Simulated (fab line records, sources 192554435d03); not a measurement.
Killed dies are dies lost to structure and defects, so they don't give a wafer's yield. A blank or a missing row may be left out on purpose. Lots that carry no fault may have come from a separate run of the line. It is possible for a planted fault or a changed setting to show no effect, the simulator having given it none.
Split-lot experiment	flow n5_finfet	route with 1938 steps; 7 lots, 39 wafers read

== SPLIT DETAILS ==
At N5_WELL_APT_EXPOSE_05 (exposes mask NWELL, defocus 0 nm, target cd 200 nm), the setting dose_mj was moved away from the recipe's 20.3 on 15 of the 39 wafers read, by -7.5% to +7.7%. This setting was run at the recipe's value on the other wafers.

== FROM THE SPLIT TO THE READING: what the file shows between them, 3 steps ==
- N5_WELL_APT_PEB_06: peb time 90 s
- N5_WELL_APT_DEVELOP_07: develop time 45 s
- N5_WELL_APT_HARDBAKE_12: time 120 s

== THE READING ==
cd_nm, in nm, at N5_WELL_APT_CD_MEAS_08 (target cd 200 nm). Fault-free wafers of this fab line usually give 199.7 nm, standard deviation 1.8 nm.

wafer	tool, chamber at the split	dose_mj as run	against the recipe	cd_nm, nm	against lot-mates on the recipe
L074.1	krf_scanner-02, 0	19.7	-3.0%	194.5	-5.1
L074.2	krf_scanner-02, 0	20.3	recipe	198.2	-
L074.3	krf_scanner-02, 0	19.7	-3.0%	191.8	-7.8
L074.4	krf_scanner-02, 0	20.3	recipe	200.8	-
L074.5	krf_scanner-02, 0	19.7	-3.0%	195.5	-4.1
L074.6	krf_scanner-02, 0	20.3	recipe	199.7	-
L076.1	krf_scanner-02, 0	20.3	recipe	201.8	-
L076.2	krf_scanner-02, 0	20.3	recipe	202.1	-
L076.3	krf_scanner-02, 0	20.3	recipe	200.2	-
L076.4	krf_scanner-02, 0	20.3	recipe	202.3	-
L076.5	krf_scanner-02, 0	20.3	recipe	204.1	-
L076.6	krf_scanner-02, 0	20.3	recipe	202.1	-
L078.1	krf_scanner-02, 0	20.81	+2.5%	203.0	+4.6
L078.2	krf_scanner-02, 0	20.3	recipe	197.9	-
L078.3	krf_scanner-02, 0	20.3	recipe	199.6	-
L078.4	krf_scanner-02, 0	20.81	+2.5%	203.5	+5.1
L078.5	krf_scanner-02, 0	20.3	recipe	197.7	-
L078.6	krf_scanner-02, 0	20.81	+2.5%	204.4	+6.0
L079.1	krf_scanner-01, 0	21.86	+7.7%	213.8	+13.7
L079.2	krf_scanner-01, 0	21.86	+7.7%	214.0	+13.9
L079.3	krf_scanner-01, 0	20.3	recipe	201.6	-
L079.4	krf_scanner-01, 0	21.86	+7.7%	211.9	+11.8
L079.5	krf_scanner-01, 0	20.3	recipe	199.1	-
L079.6	krf_scanner-01, 0	20.3	recipe	199.5	-
L081.3	krf_scanner-01, 0	20.3	recipe	200.3	-
L081.4	krf_scanner-01, 0	20.3	recipe	201.3	-
L081.5	krf_scanner-01, 0	20.3	recipe	199.0	-
L086.1	krf_scanner-01, 0	21.62	+6.5%	207.1	+10.1
L086.2	krf_scanner-01, 0	20.3	recipe	195.1	-
L086.3	krf_scanner-01, 0	21.62	+6.5%	208.9	+11.9
L086.4	krf_scanner-01, 0	21.62	+6.5%	205.9	+8.9
L086.5	krf_scanner-01, 0	20.3	recipe	198.4	-
L086.6	krf_scanner-01, 0	20.3	recipe	197.6	-
L090.1	krf_scanner-01, 0	20.3	recipe	195.0	-
L090.2	krf_scanner-01, 0	18.77	-7.5%	187.5	-10.2
L090.3	krf_scanner-01, 0	20.3	recipe	199.0	-
L090.4	krf_scanner-01, 0	18.77	-7.5%	185.8	-11.9
L090.5	krf_scanner-01, 0	20.3	recipe	199.0	-
L090.6	krf_scanner-01, 0	18.77	-7.5%	184.7	-13.0

FIT RESULTS
A straight line over all 39 wafers: cd_nm changes by +1.65 nm for each +1% of dose_mj; r = +0.95; the points scatter about the line by 2.1 nm.
The same after taking each lot's own level away (the mean of its wafers on the recipe; 39 wafers): +1.65 nm for each +1%; r = +0.98; scatter 1.3 nm.
Per that fit: largest dose_mj move, reading shift of 13 nm.
Across the lots, their own levels run from 197.03 to 202.10 nm, a range of 2.8 times the standard deviation given above.
Consequently the slope shifts little with the lot-to-lot level, the two slopes agreeing.
Check: for one of the wafers moved furthest among these (+7.7%), held out of the fit, the line's prediction against its lot-mates is +12.6 nm. It came out at +13.7 nm against them.

== THE WHOLE CHAIN: every reading that the file lists as answering this split, in the file's order ==
step	what it does	reading	change (the file's fit)	r (the file's)
N5_WELL_APT_CD_MEAS_08	target cd 200 nm	cd_nm	+1.65 nm for each +1% of the setting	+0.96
N5_WELL_APT_DESCUM_13	chemistry O2, time 7.9 s	WELL_APT.cd_nm (the simulator's own value, which no gauge read)	+1.65 nm for each +1% of the setting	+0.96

== THE FILE'S OWN FIT ==
cd_nm changes by +1.65 nm for each +1% of dose_mj, r = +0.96.
